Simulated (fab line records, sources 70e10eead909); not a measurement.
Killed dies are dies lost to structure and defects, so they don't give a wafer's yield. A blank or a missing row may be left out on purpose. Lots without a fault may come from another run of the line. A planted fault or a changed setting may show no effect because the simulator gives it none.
A struck lot beside a sound one | flow nand_harc | 36 steps out of a route of 1302
Sound: wafers L118.2, L118.3, L118.4. Struck: wafers L111.4, L111.5, L111.6. The cause comes at the end.
At each step with rows: each side's tool, then ch and its chambers, then its first start. Under that, the readings that differ: sound wafers | struck wafers | difference of the means | sigmas: that difference in standard deviations of wafers without a fault.
alike: readings whose means differ by less than 2 such deviations, and words and numbers that are the same on both sides. not compared: withheld readings, readings that some wafer has no value for, bounds like >300 that may hide the same value, and numbers for which the record gives no deviation and whose values overlap.
The two part at a step that has a row with sigmas, a row that says differs or no value, or rows on one side only. Numbers that don't overlap but have no deviation are shown without sigmas and don't part them. A reading that every wafer of one side lacks parts them only if that side has two wafers or more.

first, 9 steps without rows for these wafers: NHARC_P_M2_DEGAS_29 (time 60 s); NHARC_P_M2_PRE_CLEAN_30 (time 30 s); NHARC_P_M2_PVD_20 (deposits TaN, target thk 5 nm, time 8.06 s); NHARC_P_M2_PVD_21 (deposits Cu, target thk 30 nm, time 20.49 s); NHARC_P_M2_ECD_22 (material Cu, target thk 400 nm); NHARC_P_M2_ANNEAL_31 (time 90 s); NHARC_P_M2_CMP_23 (polishes, t overpolish 20 s, target thk 144.3 nm); NHARC_P_M2_SRD_25; NHARC_P_M2_PRE_CLEAN_32 (time 12 s).
NHARC_P_M2_DEP_33: deposits SiCN, target thk 30 nm.
  sound on pecvd-03 ch 0,1,2, day 14 17:56; struck on pecvd-01 ch 0,1,2, day 11 12:37
  alike: heater_power_w, showerhead_vpp_V
then, 25 steps without rows for these wafers: NHARC_P_BONDPAD_DEP_00 (deposits SiCN, target thk 250 nm); NHARC_P_BONDPAD_CMP_32 (polishes SiCN, target thk 200 nm); NHARC_P_BONDPAD_SRD_34; NHARC_P_BONDPAD_DEHYDRATE_01 (time 120 s); NHARC_P_BONDPAD_HMDS_02 (time 30 s); NHARC_P_BONDPAD_COAT_36 (time 65 s); NHARC_P_BONDPAD_COAT_03 (resist thk 600 nm); NHARC_P_BONDPAD_SOFTBAKE_04 (time 70 s); NHARC_P_BONDPAD_EBR_05; NHARC_P_BONDPAD_EXPOSE_06 (exposes mask P BPAD); NHARC_P_BONDPAD_PEB_07 (peb time 80 s); NHARC_P_BONDPAD_DEVELOP_08 (time 50 s); NHARC_P_BONDPAD_HARDBAKE_10 (time 65 s); NHARC_P_BONDPAD_DESCUM_11 (chemistry O2, time 3 s); NHARC_P_BONDPAD_ETCH_37 (etches the open film in N2/H2, target depth 60 nm, overetch 18 nm, time 65.91 s); NHARC_P_BONDPAD_ETCH_12 (etches the open film in CHF3/O2, target depth 200 nm, time 100 s); NHARC_P_BONDPAD_STRIP_15 (strips in O2); NHARC_P_BONDPAD_ETCH_24 (etches the open film in CF4/N2, target depth 30 nm, time 72.99 s); NHARC_P_BONDPAD_STRIP_16 (strips in post etch residue remover, time 600 s); NHARC_P_BONDPAD_DEGAS_25 (time 60 s); NHARC_P_BONDPAD_PRE_CLEAN_26 (time 30 s); NHARC_P_BONDPAD_PVD_17 (deposits TaN, target thk 5 nm, time 8.06 s); NHARC_P_BONDPAD_PVD_27 (deposits Cu, target thk 30 nm, time 20.49 s); NHARC_P_BONDPAD_ECD_18 (material Cu, target thk 400 nm); NHARC_P_BONDPAD_ANNEAL_28 (time 90 s).
-- the record jumps here: 18 days lie between the struck wafers' starts before and after (it left off in module P_BONDPAD and takes up again in module END, whose first step shown is number 1302 of the route) --
NHARC_END_SORT_01:
  sound on prober-01 ch 0, day 33 02:34; struck on prober-01 ch 0, day 29 05:40
  reading             | sound       | struck      | difference | sigmas
  killed_at_periphery | 3 1 1       | 28 18 93    | +45        | +15
  sort_bin_3_pct (%)  | 0.4 1.0 0.6 | 1.6 1.3 5.2 | +2.0       | +6
  alike: defect_limited_yield, killed_at_array, killed_at_other, killed_dies, killed_open, killed_short, sort_bin_2_pct, sort_bin_4_pct, sort_n_pass, sort_rim_yield_pct, sort_yield_pct

WHERE THEY PART
Only at NHARC_END_SORT_01, within this record.

WHY: what the simulator had put in
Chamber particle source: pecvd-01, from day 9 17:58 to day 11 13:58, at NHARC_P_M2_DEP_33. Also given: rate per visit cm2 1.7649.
